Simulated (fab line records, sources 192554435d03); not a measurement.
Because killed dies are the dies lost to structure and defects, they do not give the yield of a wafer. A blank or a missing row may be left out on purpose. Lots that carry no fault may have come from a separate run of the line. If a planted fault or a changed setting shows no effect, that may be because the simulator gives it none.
Which tool was responsible? ; flow n5Finfet ; 18 wafers from 6 lots sampled at 2 of the route's 1938 steps

## WHAT THE GAUGES READ, wafer by wafer
N5_MIM_TOP_LITHO_OVL_MEAS_11.
lot;measured;on;MIM_TOP_OVL (nm)
L275;day 15 15:55;overlay-02;1 4 -6
L279;day 16 16:34;overlay-02;3 -4 -1
L289;day 17 13:14;overlay-01;-6 -6 -5
L287;day 18 04:14;overlay-02;-6 -1 -5
L293;day 19 19:59;overlay-01;-2 -7 -10
L291;day 20 11:16;overlay-02;-1 8 1

## WHICH TOOL RAN EACH LOT (tool, then ch and the chambers of the sampled wafers, then the start)
lot;N5_BEOL_M4_SPUTTER_94
L275;pvdSputter-03, day 11 17:11
L279;pvdSputter-03, day 12 09:47
L289;pvdSputter-02, day 13 06:33
L287;pvdSputter-02, day 14 05:58
L293;pvdSputter-01, day 15 21:06
L291;pvdSputter-02, day 16 08:07
- N5_BEOL_M4_SPUTTER_94: material Cu, target thk 4.5 nm, time 8.29 s.

## THE ANSWER, worked out from the rows above alone
Rule: usual is defined by the lots themselves. Put in order of their means at a reading, lots are off if they are a third of the lots or fewer, leave a main group of 4 or more, and stand apart from it by a gap of 3 or more times the standard deviation of the main group's means; of several such gaps the widest counts. Not used: any main group whose means are identical at the precision the tables above print for the reading. A lot without any number at a reading at which 4 lots or more have one is off too. Where the step has rows for the other lots, those lots are counted as sound.
No lot is off at any reading shown: from this, nothing can be told.

## WHAT WAS PUT IN BY THE SIMULATOR
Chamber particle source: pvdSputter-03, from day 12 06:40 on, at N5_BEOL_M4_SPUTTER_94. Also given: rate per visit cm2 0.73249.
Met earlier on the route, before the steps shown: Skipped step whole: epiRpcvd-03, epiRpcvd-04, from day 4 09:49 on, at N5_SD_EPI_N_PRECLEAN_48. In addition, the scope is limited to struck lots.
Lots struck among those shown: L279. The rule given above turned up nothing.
